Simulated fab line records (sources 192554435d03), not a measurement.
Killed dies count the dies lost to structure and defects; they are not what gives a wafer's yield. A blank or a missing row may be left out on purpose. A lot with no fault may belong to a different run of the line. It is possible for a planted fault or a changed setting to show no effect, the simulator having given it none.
Which tool was responsible? ; flow n5-finfet ; Sampling: 6 lots, 17 wafers, 5 of 1938 route steps

== WHAT EACH GAUGE READ, for each wafer ==
N5_BEOL_M10_OCD_MEAS_38.
lot;measured;on;trench-depth-nm (nm)
L629;day 13 14:18;ocd-01;148.2 150.4 148.1
L630;day 13 17:36;ocd-01;149.8 148.6 148.5
L631;day 13 22:31;ocd-01;185.1 147.8 149.9
L632;day 15 00:29;ocd-02;185.0 185.4
L641;day 17 15:38;ocd-02;150.7 151.4 149.8
L642;day 17 15:40;ocd-01;146.4 143.9 145.6

== EACH LOT AND THE TOOL THAT RAN IT (in order: tool; ch and the chambers of the sampled wafers; start) ==
lot;N5_BEOL_M10_ETCH_61;N5_BEOL_M10_HM_OPEN_17;N5_BEOL_M10_TRENCH_ETCH_37;N5_BEOL_M10_ETCH_41
L629;rie-diel-06 ch 0,3, day 13 11:30;rie-metal-02 ch 0,1, day 13 11:44;rie-diel-06 ch 0,2,3, day 13 14:07;rie-diel-06 ch 0,2,3, day 13 14:18 or earlier
L630;rie-diel-05 ch 1,2, day 13 14:48;rie-metal-03 ch 0, day 13 15:22;rie-diel-06 ch 0,3, day 13 17:25;rie-diel-06 ch 0,3, day 13 17:36 or earlier
L631;rie-diel-05 ch 1,2,3, day 13 18:55;rie-metal-02 ch 0,1, day 13 19:09;rie-diel-06 ch 0,2,3, day 13 22:20;rie-diel-06 ch 0,2,3, day 13 22:31 or earlier
L632;rie-diel-06 ch 0,2, day 14 22:14;rie-metal-02 ch 1, day 14 22:28;rie-diel-06 ch 1,2, day 15 00:18;rie-diel-06 ch 1,2, day 15 00:29 or earlier
L641;rie-diel-06 ch 1,2,3, day 17 13:10;rie-metal-03 ch 0,1, day 17 13:26;rie-diel-04 ch 1,2, day 17 15:26;rie-diel-04 ch 1,2, day 17 15:38 or earlier
L642;rie-diel-05 ch 0,2,3, day 17 13:26;rie-metal-03 ch 0,1, day 17 13:40;rie-diel-05 ch 0,1,2, day 17 15:29;rie-diel-05 ch 0,1,2, day 17 15:40 or earlier
- N5_BEOL_M10_ETCH_61: etches SiARC in CF4, target depth 39 nm, time 65 s.
- N5_BEOL_M10_HM_OPEN_17: chemistry Cl2/BCl3, target TiN, target depth 20 nm, overetch 6 nm.
- N5_BEOL_M10_TRENCH_ETCH_37: etches SiCOH lowk in C4F6/O2, target depth 148.83 nm, time 48 s.
- N5_BEOL_M10_ETCH_41: etches SiCN in CH3F/O2, target depth 42.6 nm, time 86 s.

== THE ANSWER, worked out from the rows above alone ==
Rule: the lots themselves supply what counts as usual. Put in order of their means at a reading, lots are off if they are a third of the lots or fewer, leave a main group of 4 or more, and stand apart from it by a gap of 3 or more times the standard deviation of the main group's means; of several such gaps the widest counts. If all means in a main group match to the digits the tables above print for the reading, that group is not used. Also off: a lot with no number at a reading for which 4 or more lots have one. The other lots that the step has rows for count as sound.
Off: L631, L632 (N5_BEOL_M10_OCD_MEAS_38, trench-depth-nm). For the main group the mean is 148.4 nm and the standard deviation 1.9.
If a tool, at a process step before that reading, ran all the lots that are off and no sound lot after the first of them, it fits. Those tools and the gauges at N5_BEOL_M10_OCD_MEAS_38 are tried in the same way. Because N5_BEOL_M10_ETCH_41 lacks a start for some lots, the hours and order of its lots are taken from N5_BEOL_M10_OCD_MEAS_38. Can't be told from this: 2 tools fit, rie-metal-02 at N5_BEOL_M10_HM_OPEN_17, rie-diel-06 at N5_BEOL_M10_TRENCH_ETCH_37 and N5_BEOL_M10_ETCH_41.

== WHAT THE SIMULATOR PUT IN ==
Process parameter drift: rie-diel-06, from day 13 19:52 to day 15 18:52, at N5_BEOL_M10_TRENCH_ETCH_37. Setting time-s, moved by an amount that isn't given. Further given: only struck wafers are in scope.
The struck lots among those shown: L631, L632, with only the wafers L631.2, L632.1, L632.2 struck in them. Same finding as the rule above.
